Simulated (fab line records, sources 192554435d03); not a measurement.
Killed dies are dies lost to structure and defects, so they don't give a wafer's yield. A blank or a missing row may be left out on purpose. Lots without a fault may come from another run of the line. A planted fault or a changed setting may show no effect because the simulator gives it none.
fab line records | flow n5_finfet
record lots=11 wafers=33 last_day=17
route steps=1938 shown BEOL_M7@1302 BEOL_M8@1332
lots that met no fault: from a run of the same line without faults
start_h: hours from the record's first day to the start of the lot's first wafer shown | wait_h: hours since the lot's step before | " the same as in the row above | L1.1+2: a row that stands for several wafers | - no value, or no start given | * or withheld: withheld | < > ~ a bound
route shown NAME@n: a module of which the file shows steps, and the number in the route of the first | usual: mean/standard deviation of fault-free wafers | same: alike in all rows | chamber/n: place in a boat | sites: the reading at each site | _std_site: their standard deviation | _edge_site: outer sites' mean less inner sites' | radius_mm: how far each site lies from the wafer's centre | mask NAME#n: copy n | behind: the tool/chamber that last shaped the wafer | hold: why the lot was held/for how many hours/how that ended | device: the transistor (n, p or np) that didn't switch | end of line: the same wafers' tests at the end of the route | a step without rows: its recipe alone | killed: dies lost to structure and defects at the first sort, not the wafer's yield | map: a wafer's dies, x killed, . not, _ none there
set.NAME: the setting as run; set.NAME@STEP: as run at that earlier step | model.NAME: the simulator's own value behind a step, which no gauge read
steps of the route over a sample of lots; a table a step, a row a wafer
services: from which hour (start_h, from the record's first day; less than 0 if before it) a tool's chamber was out of use, for how many hours, and why
## steps
# step N5_BEOL_M7_ETCH_66
# recipe chemistry=N2/H2 target=SOC target_depth_a=800 overetch_a=160 mask_material=SiARC temp_c=40 time_s=120 ion_energy_ev=200 pressure_mtorr=30 source_w=840 bias_w=150 n2_flow_sccm=200 h2_flow_sccm=200
# usual drypump_motor_current_A=5.7/0.46 n2_flow_sccm=199.9/0.58 oes_product_au=0.61/0.052 rf_vpp_V=524.1/2.8 showerhead_plenum_p_Torr=2.55/0.1 throttle_valve_pct=17.84/0.23
# columns lot.wafer tool chamber start_h wait_h drypump_motor_current_A n2_flow_sccm oes_product_au rf_hours_counter_h rf_vpp_V showerhead_plenum_p_Torr throttle_valve_pct
L257.2 rie_diel-05 2 193.09 0.0 5.4 199.9 0.66 73 528.9 2.68 17.84
L257.3 " 0 " " 6.3 199.9 0.66 53 522.7 2.48 18.10
L257.4 " 1 " " 5.4 200.6 0.66 59 529.5 2.69 17.59
L259.2 rie_diel-04 1 212.52 0.0 5.5 199.6 0.64 59 521.5 2.47 18.19
L259.4 " 2 " " 4.8 199.8 0.56 190 524.6 2.64 17.65
L259.5 " 1 " " 5.4 199.7 0.64 - 522.3 2.47 18.17
L262.1 rie_diel-03 0 231.05 0.0 5.4 200.3 0.58 166 524.5 2.54 17.93
L262.3 " 3 " " 6.1 198.9 0.69 30 528.0 2.71 17.97
L262.5 " 2 " " 6.2 199.2 0.64 - 524.1 2.57 17.57
L263.2 rie_diel-05 3 237.33 0.0 5.4 199.5 0.53 248 522.6 2.50 17.76
L263.5 " 2 " " 5.4 199.3 0.63 - 528.5 2.68 17.85
L263.6 " 1 " " 5.3 200.2 0.65 - 526.5 2.69 17.62
L264.1 rie_diel-04 3 242.07 0.0 6.0 200.2 0.55 176 520.9 2.43 17.81
L264.2 " 1 " " 5.4 199.7 0.63 69 523.2 2.47 18.19
L264.3 " 0 " " 6.3 199.9 0.56 194 522.8 2.53 17.74
L267.1 rie_diel-04 3 244.45 0.0 6.0 200.2 0.56 177 520.8 2.42 17.81
L267.3 " 1 " " 5.4 200.2 0.62 70 522.5 2.47 18.20
L267.6 " 3 " " 6.0 199.9 0.56 - 521.2 2.42 17.81
L265.1 rie_diel-04 3 248.60 0.0 6.0 199.1 0.56 178 519.7 2.42 17.82
L265.3 " 0 " " 6.3 199.9 0.56 197 523.9 2.53 17.73
L265.5 " 2 " " 4.8 198.3 0.54 - 526.6 2.63 17.66
L266.2 rie_diel-04 0 258.58 0.0 6.3 199.7 0.56 199 522.5 2.52 17.74
L266.5 " 0 " " 6.3 199.4 0.56 - 523.5 2.52 17.75
L266.6 " 1 " " 5.4 200.7 0.63 - 522.8 2.46 18.21
L269.3 rie_diel-03 2 267.48 0.0 6.2 200.8 0.62 96 523.9 2.57 17.59
L269.4 " 3 " " 6.1 199.6 0.67 41 528.1 2.70 18.00
L269.5 " 0 " " 5.4 199.6 0.57 - 524.1 2.53 17.95
L277.1 rie_diel-03 2 321.69 0.0 6.2 200.5 0.61 111 524.9 2.56 17.62
L277.2 " 1 " " 6.0 200.4 0.54 238 520.6 2.39 17.87
L277.3 " 3 " " 6.1 198.8 0.65 64 528.4 2.69 18.04
L280.1 rie_diel-05 3 331.82 0.0 5.4 199.2 0.69 24 523.4 2.49 17.40
L280.3 " 1 " " 5.3 200.6 0.62 109 528.9 2.67 17.68
L280.6 " 2 " " 5.4 200.2 0.61 - 526.4 2.66 17.92
# step N5_BEOL_M7_CURE_75
# recipe temp_c=370 time_s=120 ambient=DMADMS/He material=SiCOH_lowk
# usual lamp_power_pct=52.31/0.053 wafer_temp_C_max=371.6/0.47
# columns lot.wafer tool chamber start_h wait_h lamp_power_pct wafer_temp_C_max
L257.2 uv_cure-01 2 193.69 0.1 52.38 371.5
L257.3 " 2 " " 52.36 370.8
L257.4 " 2 " " 52.35 371.0
L259.2 uv_cure-03 2 213.11 0.1 52.36 372.0
L259.4 " 2 " " 52.27 371.4
L259.5 " 2 " " 52.31 371.9
L262.1 uv_cure-03 1 231.71 0.0 52.33 372.0
L262.3 " 1 " " 52.38 371.7
L262.5 " 1 " " 52.29 372.7
L263.2 uv_cure-02 2 237.92 0.1 52.35 371.3
L263.5 " 2 " " 52.26 371.9
L263.6 " 2 " " 52.38 371.8
L264.1 uv_cure-03 2 242.61 0.0 52.36 372.6
L264.2 " 2 " " 52.26 371.6
L264.3 " 2 " " 52.32 371.7
L267.1 uv_cure-01 1 244.99 0.0 52.29 371.2
L267.3 " 1 " " 52.38 370.7
L267.6 " 1 " " 52.22 371.1
L265.1 uv_cure-03 2 249.14 0.0 52.32 371.1
L265.3 " 2 " " 52.25 371.1
L265.5 " 2 " " 52.25 371.7
L266.2 uv_cure-01 2 259.18 0.1 52.25 371.4
L266.5 " 2 " " 52.32 371.2
L266.6 " 2 " " 52.31 371.8
L269.3 uv_cure-02 1 268.13 0.1 52.35 371.8
L269.4 " 1 " " 52.30 372.2
L269.5 " 1 " " 52.40 371.3
L277.1 uv_cure-01 1 322.23 0.0 52.29 371.6
L277.2 " 1 " " 52.38 371.6
L277.3 " 1 " " 52.20 371.8
L280.1 uv_cure-01 0 332.37 0.0 52.37 372.8
L280.3 " 0 " " 52.32 372.2
L280.6 " 0 " " 52.32 373.0
# step N5_BEOL_M7_CVD_78
# recipe material=Co target_thk_a=20 temp_c=withheld precursor=CCTBA/H2 pressure_torr=30 time_s=142.3
# usual run_length_s=165.0/0.48
# columns lot.wafer tool chamber start_h wait_h run_length_s
L257.2 cvd_co-02 2 194.54 0.0 164.7
L257.3 " 1 " " 165.2
L257.4 " 2 " " 165.0
L259.2 cvd_co-01 2 215.31 0.0 165.4
L259.4 " 2 " " 165.0
L259.5 " 0 " " 164.9
L262.1 cvd_co-01 2 232.94 0.1 165.7
L262.3 " 0 " " 164.3
L262.5 " 0 " " 164.6
L263.2 cvd_co-02 2 238.72 0.1 164.5
L263.5 " 0 " " 165.0
L263.6 " 1 " " 166.0
L264.1 cvd_co-02 2 244.59 0.2 164.5
L264.2 " 0 " " 164.8
L264.3 " 1 " " 165.3
L267.1 cvd_co-01 1 245.91 0.1 165.2
L267.3 " 0 " " 164.3
L267.6 " 0 " " 164.3
L265.1 cvd_co-01 1 251.71 0.1 165.1
L265.3 " 2 " " 165.7
L265.5 " 1 " " 165.3
L266.2 cvd_co-01 0 259.93 0.1 77.5
L266.5 " 2 " " 166.1
L266.6 " 1 " " 78.3
L269.3 cvd_co-02 0 269.37 0.0 165.6
L269.4 " 2 " " 164.4
L269.5 " 1 " " 165.3
L277.1 cvd_co-02 0 324.38 0.1 164.7
L277.2 " 1 " " 165.9
L277.3 " 2 " " 165.1
L280.1 cvd_co-02 2 333.31 0.0 164.6
L280.3 " 1 " " 165.2
L280.6 " 1 " " 165.2
# step N5_BEOL_M8_ILD_DEP_00
# recipe material=SiCOH_lowk target_thk_a=1797.5 temp_c=300 precursor=DEMS/porogen pressure_torr=5 rf_w=500 time_s=33.4
# usual heater_power_outer_w=146/26 heater_power_w=302/40 showerhead_plenum_p_Torr=5.738/0.02 throttle_valve_pct=14.1/0.74
# columns lot.wafer tool chamber start_h wait_h heater_power_outer_w heater_power_w showerhead_plenum_p_Torr throttle_valve_pct
L257.2 pecvd-02 1 196.36 0.0 118 246 5.769 14.6
L257.3 " 0 " " 145 296 5.709 14.2
L257.4 " 1 " " 122 251 5.759 14.5
L259.2 pecvd-02 1 216.45 0.0 116 232 5.747 14.8
L259.4 " 1 " " 121 248 5.768 14.7
L259.5 " 0 " " 134 276 5.712 14.0
L262.1 pecvd-01 1 234.20 0.0 132 279 5.779 14.1
L262.3 " 0 " " 184 337 5.737 14.3
L262.5 " 0 " " 126 261 5.741 13.9
L263.2 pecvd-02 0 239.97 0.0 185 347 5.734 13.8
L263.5 " 1 " " 152 284 5.773 14.7
L263.6 " 2 " " 133 294 5.712 13.3
L264.1 pecvd-03 0 246.01 0.0 183 383 5.754 14.3
L264.2 " 1 " " 146 285 5.744 15.4
L264.3 " 2 " " 126 308 5.705 13.0
L267.1 pecvd-03 2 247.17 0.0 142 333 5.732 13.0
L267.3 " 0 " " 134 318 5.750 14.3
L267.6 " 0 " " 142 330 5.735 14.3
L265.1 pecvd-03 2 253.21 0.0 137 330 5.731 13.1
L265.3 " 1 " " 171 312 5.752 15.3
L265.5 " 1 " " 120 246 5.757 15.5
L266.2 pecvd-02 0 261.27 0.0 168 319 5.712 14.2
L266.5 " 1 " " 154 287 5.743 14.7
L266.6 " 2 " " 99 253 5.728 12.9
L269.3 pecvd-03 0 270.54 0.0 168 373 5.757 14.2
L269.4 " 1 " " 156 296 5.730 15.2
L269.5 " 2 " " 109 296 5.739 13.1
L277.1 pecvd-03 2 325.85 0.0 113 296 5.708 13.1
L277.2 " 0 " " 175 366 5.745 14.0
L277.3 " 1 " " 171 313 5.748 15.1
L280.1 pecvd-02 1 334.79 0.0 151 290 5.777 14.7
L280.3 " 1 " " 151 291 5.753 14.6
L280.6 " 0 " " 197 351 5.722 14.3
## services
# columns tool chamber start_h hours kind
pecvd-03 1 182.27 23.1 repair
rie_diel-04 3 193.36 5.3 repair
uv_cure-03 - 194.90 7.5 pm
uv_cure-02 - 200.93 1.8 repair
pecvd-02 2 202.38 - clean
pecvd-02 2 202.38 - consumable_replace:showerhead
pecvd-02 2 202.38 29.0 scheduled_down
pecvd-02 2 202.38 29.0 vent_cycle
pecvd-03 - 204.38 14.6 pm
rie_diel-04 3 210.71 1.6 repair
pecvd-02 0 222.07 5.5 scheduled_down
pecvd-02 - 227.83 0.8 repair
rie_diel-05 1 245.40 1.7 repair
cvd_co-01 - 264.18 1.5 repair
rie_diel-04 2 270.32 2.7 repair
uv_cure-01 - 272.45 1.2 repair
pecvd-03 - 275.77 0.4 repair
pecvd-03 - 280.65 5.5 pm
rie_diel-04 2 293.38 3.7 repair
uv_cure-01 - 301.21 7.1 pm
pecvd-01 0 308.57 10.3 repair
uv_cure-01 - 315.45 0.8 repair
uv_cure-02 - 320.65 1.0 pm
pecvd-01 - 334.76 2.8 pm
## key
first_sign step=N5_BEOL_M7_CVD_78 reading=run_length_s direction=down sigmas=99+ usual=* struck=*
effect none on later readings
met_at N5_BEOL_M7_CVD_78
struck_lots L266
struck_wafers L266.2,L266.6
not_acting_at N5_BEOL_M7_ETCH_66,N5_BEOL_M7_CURE_75,N5_BEOL_M8_ILD_DEP_00
onset_between 251.71 259.93
fault kind=process_parameter_drift tool=cvd_co-01 chamber=- onset_h=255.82 steps=N5_BEOL_M7_CVD_78 channel=time_s offset=* shape=step end_h=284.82 scope=struck_wafers_only acts_in=* stated=*
